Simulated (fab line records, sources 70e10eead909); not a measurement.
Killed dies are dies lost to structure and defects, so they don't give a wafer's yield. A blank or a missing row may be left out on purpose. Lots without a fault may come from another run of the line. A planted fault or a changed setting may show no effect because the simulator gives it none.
Problem report in the 8D (eight disciplines) form, filled by code | flow nand_harc | the parts of the form that need people (team, actions taken, sign-off) are left out

1. THE PROBLEM
oes_product_au at NHARC_A_WL_FILL_ETCHBACK_17 reads a mean of 0.867 a.u. on 2 wafers of 2 lots; wafers without a fault read 1.000 a.u. with a standard deviation of 0.0084. That is -16 standard deviations from the usual mean.
The step: etches the open film in Cl2/BCl3, target depth 4 nm, time 26.7 s.
First seen on wafer L373.6, day 19 13:37, on rie_metal-01. The record holds 35 wafers of 12 lots with a number at this step. Rule for "out", or "out of limits": more than 4 standard deviations from the usual mean. The other wafers with a number count as sound.

2. WHAT IT IS AND WHAT IT IS NOT
question                    | is                | is not
which readings at this step | oes_product_au    | drypump_motor_current_A
which lots                  | L373, L376        | L357, L359, L361, L362, L365, L367, L368, L371, L372, L374
which wafers of those lots  | L373.6, L376.6    | L373.1, L373.3, L376.1
read on which tools         | rie_metal-01      | rie_metal-02, rie_metal-03
when                        | from day 19 13:37 | up to then (29 sound wafers); but 4 sound wafers of L374, L376 came after

3. SUSPECTS, AND WHAT RULES EACH OUT
Counting: a tool at a process step up to the reading stays a suspect if it ran every lot that is out. Sound lots after the first of them don't rule it out here, since some wafers of a struck lot are sound.
- rie_metal-01 at NHARC_A_WL_FILL_ETCHBACK_17 (etches the open film in Cl2/BCl3, target depth 4 nm, time 26.7 s): kept. It ran every lot that is out, first L373 (day 19 13:37); its last sound lot up to then is L371 (day 19 10:23). Its own readings are out on those wafers: oes_product_au.
Left after counting: rie_metal-01 at NHARC_A_WL_FILL_ETCHBACK_17.

4. THE CAUSE (what the simulator had put in)
Process parameter drift: rie_metal-01, from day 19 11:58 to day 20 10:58, at NHARC_A_WL_FILL_ETCHBACK_17. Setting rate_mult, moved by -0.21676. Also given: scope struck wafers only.
Counting left only this tool.

5. THE CHAIN OF EFFECTS, in route order
Each row: a reading whose mean over the struck wafers that have a number lies more than 3 standard deviations from the usual. Only readings for which the record gives a usual standard deviation are gone through. hours: the time from each lot's start at the first step in this table that gives one to its start at this step, as a median over the lots. sigmas: the change in usual standard deviations.
hours | step                        | reading        | usual      | on struck wafers | change | sigmas
0     | NHARC_A_WL_FILL_ETCHBACK_17 | oes_product_au | 1.000 a.u. | 0.867            | -0.133 | -16
The process steps in it:
- NHARC_A_WL_FILL_ETCHBACK_17: etches the open film in Cl2/BCl3, target depth 4 nm, time 26.7 s.

6. WHAT WOULD HAVE CAUGHT IT SOONER
In this record the first reading out of limits was taken at day 19 13:37, 2 hours after the fault began at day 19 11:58.
